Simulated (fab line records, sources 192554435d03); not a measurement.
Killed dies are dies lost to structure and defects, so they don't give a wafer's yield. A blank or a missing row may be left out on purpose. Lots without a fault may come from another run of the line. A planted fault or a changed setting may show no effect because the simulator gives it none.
Which tool did it? | flow n5_finfet | 15 lots, 39 wafers sampled, at 7 steps of a route of 1938

WHAT THE GAUGES READ, wafer by wafer
N5_BEOL_M5_CD_MEAS_18: pitch 56 nm, target cd 28 nm. Usual: cd_nm 27.8 nm, standard deviation 0.32.
lot  | measured     | on        | cd_nm (nm)     | flag
L690 | day 8 00:14  | cd_sem-02 | 28.1 27.9      |
L691 | day 8 03:32  | cd_sem-02 | 28.1 28.1 27.5 |
L692 | day 8 07:12  | cd_sem-03 | 27.5 27.6      |
L694 | day 9 12:50  | cd_sem-02 | - - -          | OFF
L695 | day 9 13:26  | cd_sem-02 | - - -          | OFF
L696 | day 9 16:44  | cd_sem-01 | - - -          | OFF
L702 | day 11 05:19 | cd_sem-03 | 27.9 28.3 28.0 |
L705 | day 12 17:13 | cd_sem-02 | 27.5 28.1 28.3 |
L706 | day 12 17:23 | cd_sem-03 | 28.0 27.8 27.8 |
L709 | day 12 20:18 | cd_sem-01 | 27.7 27.8 28.1 |
L708 | day 12 20:20 | cd_sem-02 | 28.5 27.8      |
L710 | day 13 14:49 | cd_sem-02 | 27.6 27.7      |
L711 | day 13 16:43 | cd_sem-03 | 28.3 27.9      |
L712 | day 13 22:27 | cd_sem-02 | 27.3 27.7      |
L713 | day 14 01:47 | cd_sem-03 | 27.9 28.4 28.3 |

WHICH TOOL RAN EACH LOT (tool, then ch and the chambers of the sampled wafers, then the start)
lot  | N5_BEOL_M4_SPUTTER_94        | N5_BEOL_M4_SPUTTER_96        | N5_BEOL_M5_ILD_DEP_00           | N5_BEOL_M5_ETCH_61                 | N5_BEOL_M5_ETCH_62                 | N5_BEOL_M5_HM_OPEN_17
L690 | pvd_sputter-01, day 7 19:28  | pvd_sputter-01, day 7 19:41  | pecvd-03 ch 1,2, day 7 21:51    | rie_diel-04 ch 0,2, day 7 23:51    | rie_diel-04 ch 0,2, day 7 23:53    | rie_metal-02 ch 0,1, day 8 00:03
L691 | pvd_sputter-01, day 7 22:34  | pvd_sputter-01, day 7 22:47  | pecvd-02 ch 1,2, day 8 00:50    | rie_diel-01 ch 1,3, day 8 03:10    | rie_diel-01 ch 1,3, day 8 03:11    | rie_metal-01 ch 1, day 8 03:22
L692 | pvd_sputter-01, day 8 02:54  | pvd_sputter-01, day 8 03:07  | pecvd-03 ch 1,2, day 8 05:11    | rie_diel-01 ch 1,3, day 8 06:41    | rie_diel-01 ch 1,3, day 8 06:43    | rie_metal-03 ch 0,1, day 8 06:53
L694 | pvd_sputter-02, day 9 06:50  | pvd_sputter-02, day 9 07:03  | pecvd-02 ch 0,2, day 9 09:08    | rie_diel-05 ch 1,3, day 9 12:25    | rie_diel-05 ch 1,3, day 9 12:27    | rie_metal-01 ch 0,1, day 9 12:37
L695 | pvd_sputter-01, day 9 09:20  | pvd_sputter-01, day 9 09:34  | pecvd-01 ch 0,1, day 9 11:41    | rie_diel-01 ch 0,2,3, day 9 13:04  | rie_diel-01 ch 0,2,3, day 9 13:05  | rie_metal-01 ch 0,1, day 9 13:16
L696 | pvd_sputter-02, day 9 11:08  | pvd_sputter-02, day 9 11:21  | pecvd-02 ch 0,1,2, day 9 13:26  | rie_diel-05 ch 2,3, day 9 16:21    | rie_diel-05 ch 2,3, day 9 16:23    | rie_metal-01 ch 0,1, day 9 16:33
L702 | pvd_sputter-02, day 10 22:55 | pvd_sputter-02, day 10 23:08 | pecvd-03 ch 0,2, day 11 01:13   | rie_diel-05 ch 1,2,3, day 11 04:52 | rie_diel-05 ch 1,2,3, day 11 04:53 | rie_metal-01 ch 0, day 11 05:05
L705 | pvd_sputter-01, day 12 10:13 | pvd_sputter-01, day 12 10:26 | pecvd-03 ch 0,1,2, day 12 12:31 | rie_diel-04 ch 0,1, day 12 16:38   | rie_diel-04 ch 0,1, day 12 16:40   | rie_metal-01 ch 0,1, day 12 16:52
L706 | pvd_sputter-01, day 12 12:04 | pvd_sputter-01, day 12 12:17 | pecvd-02 ch 0,2, day 12 14:22   | rie_diel-05 ch 0,1,2, day 12 16:58 | rie_diel-05 ch 0,1,2, day 12 17:00 | rie_metal-01 ch 0,1, day 12 17:10
L709 | pvd_sputter-03, day 12 15:01 | pvd_sputter-03, day 12 15:14 | pecvd-02 ch 1,2, day 12 17:20   | rie_diel-01 ch 0,2,3, day 12 19:52 | rie_diel-01 ch 0,2,3, day 12 19:54 | rie_metal-01 ch 0,1, day 12 20:06
L708 | pvd_sputter-02, day 12 15:05 | pvd_sputter-02, day 12 15:19 | pecvd-02 ch 0,2, day 12 17:25   | rie_diel-05 ch 1,2, day 12 19:53   | rie_diel-05 ch 1,2, day 12 19:55   | rie_metal-02 ch 0,1, day 12 20:06
L710 | pvd_sputter-03, day 13 10:46 | pvd_sputter-03, day 13 10:59 | pecvd-02 ch 2, day 13 13:02     | rie_diel-04 ch 0,1, day 13 14:26   | rie_diel-04 ch 0,1, day 13 14:28   | rie_metal-03 ch 0,1, day 13 14:38
L711 | pvd_sputter-02, day 13 10:47 | pvd_sputter-02, day 13 11:01 | pecvd-01 ch 0,2, day 13 13:06   | rie_diel-01 ch 2, day 13 16:14     | rie_diel-01 ch 2, day 13 16:16     | rie_metal-03 ch 0, day 13 16:28
L712 | pvd_sputter-02, day 13 15:23 | pvd_sputter-02, day 13 15:36 | pecvd-02 ch 2, day 13 18:42     | rie_diel-05 ch 1,2, day 13 22:03   | rie_diel-05 ch 1,2, day 13 22:05   | rie_metal-03 ch 1, day 13 22:17
L713 | pvd_sputter-01, day 13 20:10 | pvd_sputter-01, day 13 20:23 | pecvd-02 ch 1,2, day 13 22:27   | rie_diel-04 ch 0,1,2, day 14 01:19 | rie_diel-04 ch 0,1,2, day 14 01:21 | rie_metal-02 ch 0, day 14 01:31
- N5_BEOL_M4_SPUTTER_94: material Cu, target thk 4.5 nm, time 8.29 s.
- N5_BEOL_M4_SPUTTER_96: material Cu, target thk 4.5 nm, time 8.29 s.
- N5_BEOL_M5_ILD_DEP_00: deposits SiCOH lowk from DEMS/porogen, target thk 140.64 nm, time 25.9 s.
- N5_BEOL_M5_ETCH_61: etches SiARC in CF4, target depth 15.6 nm, time 26 s.
- N5_BEOL_M5_ETCH_62: etches SOC in N2/H2, target depth 75 nm, overetch 15 nm, time 112.5 s.
- N5_BEOL_M5_HM_OPEN_17: chemistry Cl2/BCl3, target TiN, target depth 20 nm, overetch 6 nm.

WHAT THE TOOLS THEMSELVES READ (means of the sampled wafers that have a number; where no wafer has one, the mark that the record gives instead)
N5_BEOL_M4_SPUTTER_94. Usual: chamber_pressure_pa 0.07001 Pa, standard deviation 0.00015; throttle_valve_pct 30.1 %, standard deviation 0.93.
lot  | tool           | chamber_pressure_pa (Pa) | throttle_valve_pct (%) | flag
L690 | pvd_sputter-01 | 0.07011                  | 30.9                   |
L691 | pvd_sputter-01 | 0.07007                  | 30.8                   |
L692 | pvd_sputter-01 | 0.07004                  | 30.7                   |
L694 | pvd_sputter-02 | 0.06988                  | 29.7                   |
L695 | pvd_sputter-01 | 0.06985                  | 30.8                   |
L696 | pvd_sputter-02 | 0.07004                  | 29.5                   |
L702 | pvd_sputter-02 | 0.07014                  | 29.6                   |
L705 | pvd_sputter-01 | 0.06990                  | 30.8                   |
L706 | pvd_sputter-01 | 0.06998                  | 30.4                   |
L709 | pvd_sputter-03 | 0.07007                  | 30.6                   |
L708 | pvd_sputter-02 | 0.07014                  | 29.4                   |
L710 | pvd_sputter-03 | 0.07015                  | 29.8                   |
L711 | pvd_sputter-02 | 0.07002                  | 29.7                   |
L712 | pvd_sputter-02 | 0.07010                  | 29.1                   |
L713 | pvd_sputter-01 | 0.06993                  | 31.1                   |

N5_BEOL_M4_SPUTTER_96. Usual: chamber_pressure_pa 0.07 Pa, standard deviation 0.00013; throttle_valve_pct 30.2 %, standard deviation 0.92.
lot  | tool           | chamber_pressure_pa (Pa) | throttle_valve_pct (%) | flag
L690 | pvd_sputter-01 | 0.07                     | 30.9                   |
L691 | pvd_sputter-01 | 0.07                     | 30.9                   |
L692 | pvd_sputter-01 | 0.07                     | 30.9                   |
L694 | pvd_sputter-02 | 0.07                     | 29.6                   |
L695 | pvd_sputter-01 | 0.07                     | 30.8                   |
L696 | pvd_sputter-02 | 0.07                     | 29.5                   |
L702 | pvd_sputter-02 | 0.07                     | 29.5                   |
L705 | pvd_sputter-01 | 0.07                     | 30.8                   |
L706 | pvd_sputter-01 | 0.07                     | 30.4                   |
L709 | pvd_sputter-03 | 0.07                     | 30.7                   |
L708 | pvd_sputter-02 | 0.07                     | 29.1                   |
L710 | pvd_sputter-03 | 0.07                     | 29.7                   |
L711 | pvd_sputter-02 | 0.07                     | 29.8                   |
L712 | pvd_sputter-02 | 0.07                     | 29.2                   |
L713 | pvd_sputter-01 | 0.07                     | 31.2                   |

N5_BEOL_M5_ILD_DEP_00. Usual: heater_power_w 276 W, standard deviation 50; showerhead_plenum_p_Torr 5.742 Torr, standard deviation 0.016; throttle_valve_pct 14.1 %, standard deviation 0.54.
lot  | tool     | heater_power_w (W) | showerhead_plenum_p_Torr (Torr) | throttle_valve_pct (%) | flag
L690 | pecvd-03 | 310                | 5.749                           | 13.6                   |
L691 | pecvd-02 | 276                | 5.747                           | 13.9                   |
L692 | pecvd-03 | 329                | 5.759                           | 13.8                   |
L694 | pecvd-02 | 278                | 5.733                           | 14.2                   |
L695 | pecvd-01 | 290                | 5.742                           | 13.7                   |
L696 | pecvd-02 | 271                | 5.742                           | 14.3                   |
L702 | pecvd-03 | 305                | 5.742                           | 14.1                   |
L705 | pecvd-03 | 325                | 5.750                           | 13.8                   |
L706 | pecvd-02 | 290                | 5.751                           | 14.2                   |
L709 | pecvd-02 | 283                | 5.754                           | 14.1                   |
L708 | pecvd-02 | 274                | 5.735                           | 14.1                   |
L710 | pecvd-02 | 299                | 5.752                           | 14.0                   |
L711 | pecvd-01 | 336                | 5.744                           | 12.9                   |
L712 | pecvd-02 | 304                | 5.755                           | 13.9                   |
L713 | pecvd-02 | 255                | 5.749                           | 14.3                   |

N5_BEOL_M5_ETCH_61. Usual: bias_w 36.01 W, standard deviation 0.11; cf4_flow_sccm 99.99 sccm, standard deviation 0.3; drypump_motor_current_A 5.8 A, standard deviation 0.51; etch_rf_on_time_s 25.9 s, standard deviation 0.65; oes_product_au 0.68 a.u., standard deviation 0.07; rf_vpp_V 184.2 V, standard deviation 1.1; showerhead_plenum_p_Torr 2.15 Torr, standard deviation 0.06; throttle_valve_pct 15.60 %, standard deviation 0.29.
lot  | tool        | bias_w (W) | cf4_flow_sccm (sccm) | drypump_motor_current_A (A) | etch_rf_on_time_s (s) | oes_product_au (a.u.) | rf_vpp_V (V) | showerhead_plenum_p_Torr (Torr) | throttle_valve_pct (%) | flag
L690 | rie_diel-04 | 36.00      | 99.96                | 6.5                         | 25.9                  | 0.62                  | 184.4        | 2.14                            | 15.89                  |
L691 | rie_diel-01 | 35.96      | 100.03               | 5.4                         | 25.0                  | 0.74                  | 184.4        | 2.16                            | 15.31                  |
L692 | rie_diel-01 | 35.95      | 100.00               | 5.3                         | 24.7                  | 0.74                  | 184.6        | 2.17                            | 15.39                  |
L694 | rie_diel-05 | -          | -                    | -                           | -                     | -                     | -            | -                               | -                      | OFF
L695 | rie_diel-01 | -          | -                    | -                           | -                     | -                     | -            | -                               | -                      | OFF
L696 | rie_diel-05 | -          | -                    | -                           | -                     | -                     | -            | -                               | -                      | OFF
L702 | rie_diel-05 | 36.01      | 100.03               | 5.8                         | 26.1                  | 0.64                  | 183.9        | 2.11                            | 15.80                  |
L705 | rie_diel-04 | 35.98      | 100.07               | 6.2                         | 26.3                  | 0.75                  | 185.0        | 2.17                            | 15.45                  |
L706 | rie_diel-05 | 36.00      | 99.60                | 5.6                         | 26.4                  | 0.62                  | 184.3        | 2.14                            | 15.62                  |
L709 | rie_diel-01 | 35.97      | 99.95                | 5.7                         | 25.6                  | 0.71                  | 184.2        | 2.16                            | 15.57                  |
L708 | rie_diel-05 | 36.05      | 100.27               | 5.5                         | 26.5                  | 0.60                  | 184.6        | 2.08                            | 15.71                  |
L710 | rie_diel-04 | 36.06      | 99.97                | 6.0                         | 26.1                  | 0.72                  | 184.2        | 2.16                            | 15.51                  |
L711 | rie_diel-01 | 36.06      | 99.72                | 5.3                         | 26.2                  | 0.73                  | 182.8        | 2.08                            | 15.50                  |
L712 | rie_diel-05 | 35.95      | 99.73                | 5.5                         | 26.4                  | 0.60                  | 182.9        | 2.08                            | 15.72                  |
L713 | rie_diel-04 | 36.07      | 99.94                | 6.2                         | 26.1                  | 0.68                  | 183.9        | 2.13                            | 15.69                  |

N5_BEOL_M5_ETCH_62. Usual: bias_w 150.0 W, standard deviation 0.47; chamber_pressure_mTorr 30.003 mTorr, standard deviation 0.026; drypump_motor_current_A 5.8 A, standard deviation 0.51; oes_product_au 0.63 a.u., standard deviation 0.061; rf_vpp_V 524.1 V, standard deviation 2.2; showerhead_plenum_p_Torr 2.55 Torr, standard deviation 0.08; temp_c 40.03 C, standard deviation 0.11; throttle_valve_pct 17.87 %, standard deviation 0.27.
lot  | tool        | bias_w (W) | chamber_pressure_mTorr (mTorr) | drypump_motor_current_A (A) | oes_product_au (a.u.) | rf_vpp_V (V) | showerhead_plenum_p_Torr (Torr) | temp_c (C) | throttle_valve_pct (%) | flag
L690 | rie_diel-04 | 150.1      | 29.995                         | 6.5                         | 0.57                  | 523.0        | 2.54                            | 40.14      | 18.12                  |
L691 | rie_diel-01 | 149.8      | 29.980                         | 5.4                         | 0.67                  | 524.6        | 2.59                            | 40.04      | 17.60                  |
L692 | rie_diel-01 | 150.2      | 30.009                         | 5.3                         | 0.67                  | 524.8        | 2.58                            | 40.12      | 17.68                  |
L694 | rie_diel-05 | 150.4      | 30.005                         | 6.0                         | 0.28                  | 523.1        | 2.47                            | 40.04      | 18.08                  | OFF
L695 | rie_diel-01 | 149.9      | 30.039                         | 5.8                         | 0.33                  | 524.7        | 2.59                            | 40.04      | 17.76                  | OFF
L696 | rie_diel-05 | 149.9      | 30.023                         | 5.9                         | 0.30                  | 524.7        | 2.55                            | 40.03      | 17.98                  | OFF
L702 | rie_diel-05 | 149.9      | 30.014                         | 5.8                         | 0.60                  | 522.9        | 2.50                            | 40.00      | 18.04                  |
L705 | rie_diel-04 | 149.9      | 30.015                         | 6.2                         | 0.70                  | 525.0        | 2.60                            | 40.01      | 17.84                  |
L706 | rie_diel-05 | 150.0      | 30.016                         | 5.6                         | 0.59                  | 523.8        | 2.54                            | 39.99      | 17.86                  |
L709 | rie_diel-01 | 149.7      | 30.014                         | 5.7                         | 0.65                  | 524.4        | 2.58                            | 40.07      | 17.85                  |
L708 | rie_diel-05 | 149.6      | 29.957                         | 5.5                         | 0.57                  | 523.3        | 2.47                            | 40.11      | 17.98                  |
L710 | rie_diel-04 | 150.0      | 30.021                         | 6.0                         | 0.66                  | 524.5        | 2.58                            | 39.92      | 17.91                  |
L711 | rie_diel-01 | 149.8      | 29.981                         | 5.3                         | 0.69                  | 522.7        | 2.47                            | 39.99      | 17.74                  |
L712 | rie_diel-05 | 149.7      | 30.032                         | 5.5                         | 0.56                  | 522.0        | 2.47                            | 39.90      | 18.00                  |
L713 | rie_diel-04 | 150.1      | 29.990                         | 6.2                         | 0.63                  | 522.8        | 2.53                            | 40.09      | 18.01                  |

N5_BEOL_M5_HM_OPEN_17. Usual: bcl3_flow_sccm 21.76 sccm, standard deviation 0.066; drypump_motor_current_A 5.65 A, standard deviation 0.3; he_backside_leak_sccm 3.44 sccm, standard deviation 0.21; oes_product_au 0.62 a.u., standard deviation 0.07; throttle_valve_pct 22.24 %, standard deviation 0.16.
lot  | tool         | bcl3_flow_sccm (sccm) | drypump_motor_current_A (A) | he_backside_leak_sccm (sccm) | oes_product_au (a.u.) | throttle_valve_pct (%) | flag
L690 | rie_metal-02 | 21.71                 | 5.55                        | 3.23                         | 0.61                  | 22.09                  |
L691 | rie_metal-01 | 21.70                 | 5.65                        | 3.41                         | 0.52                  | 22.64                  |
L692 | rie_metal-03 | 21.80                 | 5.44                        | 3.52                         | 0.65                  | 22.14                  |
L694 | rie_metal-01 | 21.75                 | 5.78                        | 3.42                         | 0.24                  | 23.15                  | OFF
L695 | rie_metal-01 | 21.79                 | 5.89                        | 3.40                         | 0.25                  | 23.01                  | OFF
L696 | rie_metal-01 | 21.73                 | 5.76                        | 3.70                         | 0.24                  | 23.15                  | OFF
L702 | rie_metal-01 | 21.74                 | 5.99                        | 3.38                         | 0.59                  | 22.21                  |
L705 | rie_metal-01 | 21.76                 | 5.79                        | 3.28                         | 0.71                  | 22.26                  |
L706 | rie_metal-01 | 21.81                 | 5.77                        | 3.28                         | 0.72                  | 22.24                  |
L709 | rie_metal-01 | 21.72                 | 5.79                        | 3.17                         | 0.71                  | 22.25                  |
L708 | rie_metal-02 | 21.80                 | 5.55                        | 3.21                         | 0.58                  | 22.12                  |
L710 | rie_metal-03 | 21.86                 | 5.44                        | 3.46                         | 0.62                  | 22.19                  |
L711 | rie_metal-03 | 21.72                 | 5.75                        | 3.80                         | 0.62                  | 22.14                  |
L712 | rie_metal-03 | 21.70                 | 5.12                        | 3.62                         | 0.62                  | 22.21                  |
L713 | rie_metal-02 | 21.80                 | 5.58                        | 3.23                         | 0.65                  | 22.19                  |

THE ANSWER, worked out from the rows above alone
Rule: a lot is off if the mean of its wafers that have a number lies more than 3 standard deviations from the usual mean. A lot without any number at a reading at which 4 lots or more have one is off too. The other lots that the step has rows for count as sound. The gauges are gone through in route order, then the tools' own readings, and for those a lot's mean is taken as printed above. The first step at which some lot is off is used, and at that step the reading that is off furthest; a lot without a number counts as furthest.
Off: L694, L695, L696, at N5_BEOL_M5_CD_MEAS_18 (cd_nm). Without a number there: L694, L695, L696.
A tool fits if, at a process step before that reading, it ran every lot that is off, and no sound lot after the first of them. The gauges at N5_BEOL_M5_CD_MEAS_18 aren't tried: what is off there is off at N5_BEOL_M5_ETCH_61 too, on other tools, and a gauge's error can't cause that. None of those tried fits.

WHAT THE SIMULATOR HAD PUT IN
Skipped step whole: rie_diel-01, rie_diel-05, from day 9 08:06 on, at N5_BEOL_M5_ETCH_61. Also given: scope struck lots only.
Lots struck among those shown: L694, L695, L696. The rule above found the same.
